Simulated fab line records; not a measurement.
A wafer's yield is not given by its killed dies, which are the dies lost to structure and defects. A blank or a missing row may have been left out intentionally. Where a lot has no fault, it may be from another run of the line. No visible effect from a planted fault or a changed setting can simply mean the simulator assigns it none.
What tool caused it? + flow n5 finfet + 12 lots with 34 wafers sampled at 5 steps, on a route of 1938 steps

WHAT EACH GAUGE READ, for each wafer
N5_BEOL_M1_RS_MEAS_58: measures by four-point-probe.
| lot  | measured     | on            | M1_RS (ohm/sq) |
|------|--------------|---------------|----------------|
| L448 | day 6 21:30  | film metro-02 | 0.68 0.67 0.78 |
| L450 | day 7 11:50  | film metro-02 | 0.74 0.69 0.69 |
| L451 | day 7 12:56  | film metro-02 | 0.70 0.74 0.69 |
| L455 | day 8 13:02  | film metro-01 | 0.68 0.66 0.68 |
| L457 | day 9 00:16  | film metro-01 | 0.72 0.73 0.69 |
| L458 | day 9 17:18  | film metro-01 | 0.67 0.66 0.66 |
| L460 | day 9 21:11  | film metro-01 | 0.76 0.64 0.64 |
| L461 | day 10 06:58 | film metro-01 | 0.73 0.64 0.66 |
| L462 | day 10 09:02 | film metro-02 | 0.70 0.69      |
| L463 | day 10 14:37 | film metro-02 | 0.68 0.63      |
| L465 | day 11 02:52 | film metro-01 | 0.72 0.67 0.69 |
| L470 | day 12 17:18 | film metro-01 | 0.67 0.72 0.71 |

N5_BEOL_M4_RC_MEAS_101.
| lot  | measured     | on        | DIBL_N (mV/V)  | DIBL_P (mV/V)  | IOFF_N (nA/um) | IOFF_P (nA/um) | ION_N (uA/um) | ION_P (uA/um) | SS_N (mV/dec)  | SS_P (mV/dec)  | VT_N (mV)   | VT_P (mV)      |
|------|--------------|-----------|----------------|----------------|----------------|----------------|---------------|---------------|----------------|----------------|-------------|----------------|
| L448 | day 8 23:46  | prober-01 | 34.7 35.5 35.6 | 37.9 37.3 38.7 | 0.14 0.15 0.15 | 0.24 0.23 0.26 | 670 667 663   | 471 460 470   | 70.7 71.5 71.1 | 73.3 73.1 74.4 | 253 252 251 | -247 -249 -245 |
| L450 | day 9 04:04  | prober-02 | 36.6 35.0 37.3 | 35.9 33.7 37.3 | 0.18 0.14 0.20 | 0.23 0.18 0.25 | 688 659 688   | 476 447 469   | 71.7 71.1 71.7 | 73.7 72.8 74.3 | 245 251 241 | -248 -252 -246 |
| L451 | day 9 07:08  | prober-02 | 32.9 34.0 33.6 | 33.1 35.1 35.0 | 0.10 0.12 0.10 | 0.15 0.18 0.17 | 650 658 643   | 449 463 454   | 71.1 71.1 70.4 | 71.9 72.5 73.3 | 256 254 257 | -252 -250 -252 |
| L455 | day 9 21:13  | prober-01 | 35.8 39.0 36.4 | 36.1 40.3 37.6 | 0.17 0.22 0.18 | 0.22 0.29 0.25 | 674 679 686   | 459 463 467   | 72.0 72.3 70.7 | 72.8 73.5 74.2 | 245 248 248 | -247 -244 -245 |
| L457 | day 10 10:59 | prober-02 | 36.6 39.9 39.2 | 35.6 38.2 39.2 | 0.15 0.20 0.21 | 0.20 0.24 0.23 | 679 688 693   | 463 464 468   | 71.3 72.2 72.0 | 73.9 74.2 74.3 | 250 248 246 | -251 -248 -249 |
| L458 | day 11 05:33 | prober-01 | 38.2 35.1 32.3 | 39.7 34.7 31.9 | 0.21 0.14 0.10 | 0.33 0.23 0.18 | 696 664 664   | 486 467 468   | 71.9 71.1 70.6 | 73.6 73.7 70.9 | 245 249 255 | -240 -247 -249 |
| L460 | day 11 15:52 | prober-01 | 37.1 35.0 36.6 | 38.2 35.3 38.1 | 0.16 0.13 0.16 | 0.24 0.19 0.23 | 678 661 679   | 467 461 472   | 71.9 71.2 71.1 | 73.2 72.9 73.7 | 249 254 251 | -248 -249 -248 |
| L461 | day 11 22:15 | prober-01 | 38.9 39.1 36.9 | 38.2 38.8 34.9 | 0.21 0.21 0.16 | 0.26 0.28 0.22 | 693 697 672   | 479 473 459   | 72.0 71.6 71.2 | 73.1 74.4 74.1 | 242 247 247 | -246 -244 -249 |
| L462 | day 12 00:40 | prober-02 | 37.6 33.6      | 37.2 33.2      | 0.17 0.12      | 0.23 0.18      | 680 682       | 462 476       | 72.6 70.6      | 73.5 71.9      | 250 253     | -247 -250      |
| L463 | day 12 00:33 | prober-01 | 36.6 33.0      | 37.2 31.7      | 0.16 0.10      | 0.23 0.16      | 677 653       | 472 453       | 71.4 71.0      | 72.4 71.6      | 249 255     | -246 -251      |
| L465 | day 12 08:16 | prober-01 | 37.2 36.1 37.1 | 38.9 38.3 38.6 | 0.16 0.16 0.17 | 0.20 0.20 0.21 | 670 680 685   | 458 470 465   | 71.8 71.5 72.0 | 73.8 73.7 73.9 | 249 249 251 | -255 -251 -250 |
| L470 | day 14 02:49 | prober-01 | 36.4 36.0 33.9 | 36.3 36.5 33.8 | 0.15 0.14 0.12 | 0.18 0.18 0.16 | 654 671 669   | 446 454 458   | 71.6 71.5 70.8 | 73.3 73.3 71.7 | 257 254 254 | -255 -254 -256 |

WHICH TOOL RAN EACH LOT (tool, then ch and the chambers of the sampled wafers, then the start)
| lot  | N5_BEOL_M1_PRE_CLEAN_60          | N5_BEOL_M2_EXPOSE_08              | N5_BEOL_M2_DESCUM_16               |
|------|----------------------------------|-----------------------------------|------------------------------------|
| L448 | cvd co-02 ch 0,1,2, day 6 21:17  | euv scanner-02 ch 0, day 6 23:03  | rie diel-01 ch 0,1, day 6 23:31    |
| L450 | cvd co-01 ch 0,1,2, day 7 11:37  | euv scanner-02 ch 0, day 7 12:47  | rie diel-03 ch 0,1,2, day 7 13:16  |
| L451 | cvd co-02 ch 0,1,2, day 7 12:43  | euv scanner-02 ch 0, day 7 15:37  | rie diel-01 ch 0,2,3, day 7 15:52  |
| L455 | cvd co-01 ch 1,2, day 8 12:47    | euv scanner-02 ch 0, day 8 15:31  | rie diel-04 ch 0,3, day 8 15:46    |
| L457 | cvd co-01 ch 1,2, day 9 00:03    | euv scanner-02 ch 0, day 9 01:10  | rie diel-03 ch 1,2,3, day 9 01:37  |
| L458 | cvd co-01 ch 1,2, day 9 17:02    | euv scanner-02 ch 0, day 9 17:49  | rie diel-03 ch 0,1,2, day 9 18:04  |
| L460 | cvd co-02 ch 0,1,2, day 9 20:57  | euv scanner-02 ch 0, day 9 23:07  | rie diel-03 ch 0,3, day 9 23:23    |
| L461 | cvd co-01 ch 0,1, day 10 06:42   | euv scanner-02 ch 0, day 10 09:16 | rie diel-01 ch 0,2, day 10 09:36   |
| L462 | cvd co-02 ch 1,2, day 10 08:49   | euv scanner-01 ch 0, day 10 09:42 | rie diel-01 ch 2, day 10 09:56     |
| L463 | cvd co-01 ch 0,2, day 10 14:22   | euv scanner-01 ch 0, day 10 15:56 | rie diel-03 ch 1,2, day 10 16:14   |
| L465 | cvd co-02 ch 0,1, day 11 02:38   | euv scanner-01 ch 0, day 11 04:13 | rie diel-04 ch 0,1, day 11 04:28   |
| L470 | cvd co-01 ch 0,1,2, day 12 17:05 | euv scanner-01 ch 0, day 12 21:44 | rie diel-04 ch 0,1,3, day 12 21:59 |
- N5_BEOL_M1_PRE_CLEAN_60: time 15 s.
- N5_BEOL_M2_EXPOSE_08: exposes mask M2.
- N5_BEOL_M2_DESCUM_16: chemistry O2, time 7 s.

AS READ BY THE TOOLS THEMSELVES (means over the sampled wafers that have a number; for cases with no such wafer, the mark the record gives instead)
N5_BEOL_M1_PRE_CLEAN_60.
| lot  | tool      | heater power w (W) |
|------|-----------|--------------------|
| L448 | cvd co-02 | 85                 |
| L450 | cvd co-01 | 87                 |
| L451 | cvd co-02 | 85                 |
| L455 | cvd co-01 | 100                |
| L457 | cvd co-01 | 83                 |
| L458 | cvd co-01 | 85                 |
| L460 | cvd co-02 | 86                 |
| L461 | cvd co-01 | 103                |
| L462 | cvd co-02 | 78                 |
| L463 | cvd co-01 | 72                 |
| L465 | cvd co-02 | 89                 |
| L470 | cvd co-01 | 87                 |

N5_BEOL_M2_EXPOSE_08.
| lot  | tool           | exposure dose mJ cm2 |
|------|----------------|----------------------|
| L448 | euv scanner-02 | 41.23                |
| L450 | euv scanner-02 | 41.18                |
| L451 | euv scanner-02 | 41.24                |
| L455 | euv scanner-02 | 41.17                |
| L457 | euv scanner-02 | 43.03                |
| L458 | euv scanner-02 | 42.72                |
| L460 | euv scanner-02 | 42.36                |
| L461 | euv scanner-02 | 42.14                |
| L462 | euv scanner-01 | 41.27                |
| L463 | euv scanner-01 | 41.30                |
| L465 | euv scanner-01 | 41.27                |
| L470 | euv scanner-01 | 41.30                |

N5_BEOL_M2_DESCUM_16.
| lot  | tool        | drypump motor current A (A) | oes product au (a.u.) | rf vpp V (V) | showerhead plenum p Torr (Torr) | throttle valve pct (%) |
|------|-------------|-----------------------------|-----------------------|--------------|---------------------------------|------------------------|
| L448 | rie diel-01 | 5.7                         | 0.82                  | 242.9        | 2.07                            | 19.99                  |
| L450 | rie diel-03 | 5.7                         | 0.86                  | 243.2        | 2.11                            | 20.17                  |
| L451 | rie diel-01 | 5.6                         | 0.81                  | 242.7        | 2.07                            | 20.31                  |
| L455 | rie diel-04 | 5.6                         | 0.73                  | 243.2        | 2.02                            | 20.27                  |
| L457 | rie diel-03 | 5.4                         | 0.82                  | 243.1        | 2.11                            | 20.31                  |
| L458 | rie diel-03 | 5.7                         | 0.83                  | 243.8        | 2.10                            | 20.20                  |
| L460 | rie diel-03 | 5.7                         | 0.68                  | 242.0        | 2.06                            | 20.73                  |
| L461 | rie diel-01 | 5.9                         | 0.85                  | 241.7        | 2.03                            | 20.24                  |
| L462 | rie diel-01 | 5.9                         | 0.90                  | 242.2        | 2.05                            | 20.14                  |
| L463 | rie diel-03 | 5.4                         | 0.88                  | 244.8        | 2.12                            | 20.06                  |
| L465 | rie diel-04 | 5.9                         | 0.75                  | 241.9        | 2.03                            | 20.33                  |
| L470 | rie diel-04 | 5.5                         | 0.86                  | 241.6        | 2.01                            | 20.28                  |

THE ANSWER, worked out from the rows above alone
Rule: the lots themselves supply what counts as usual. Put in order of their means at a reading, lots are off if they are a third of the lots or fewer, leave a main group of 4 or more, and stand apart from it by a gap of 3 or more times the standard deviation of the main group's means; of several such gaps the widest counts. A main group whose means are all the same, to the digits that the tables above print for the reading, isn't used. Also off: a lot with no number at a reading for which 4 or more lots have one. Where the step has rows for the other lots, those lots are counted as sound. Order of review: gauges by route order, followed by the tools' own readings, for which a lot's mean as printed above is used. At the first step where some lot is off, the reading lying furthest off is the one used; lots without a number count as furthest.
Off at N5_BEOL_M2_EXPOSE_08 (exposure dose mJ cm2): L457, L458, L460, L461. Main group: mean 41.24, sd 0.047.
If a tool, at that step or one of the process steps before it, ran each lot that is off and ran no sound lot following the first of them, it fits. One fits: N5_BEOL_M2_EXPOSE_08 on euv scanner-02. A fault onset in the window from L455 (day 8 15:31, its last sound lot) to L457 (day 9 01:10, its first lot off) fits.
On the lots that are off, the tool's own readings at N5_BEOL_M2_EXPOSE_08 differ by more than 5 times the standard deviation of the sound lots' means, which bears it out; exposure dose mJ cm2 reads 42.56 there versus 41.24 on the sound lots.

WHAT HAD BEEN PUT IN BY THE SIMULATOR
Process parameter drift: euv scanner-02, from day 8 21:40 on, at N5_BEOL_M2_EXPOSE_08. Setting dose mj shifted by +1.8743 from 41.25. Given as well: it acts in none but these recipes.
Shown lots that were struck: L457, L458, L460, L461. The rule given above showed the same thing.
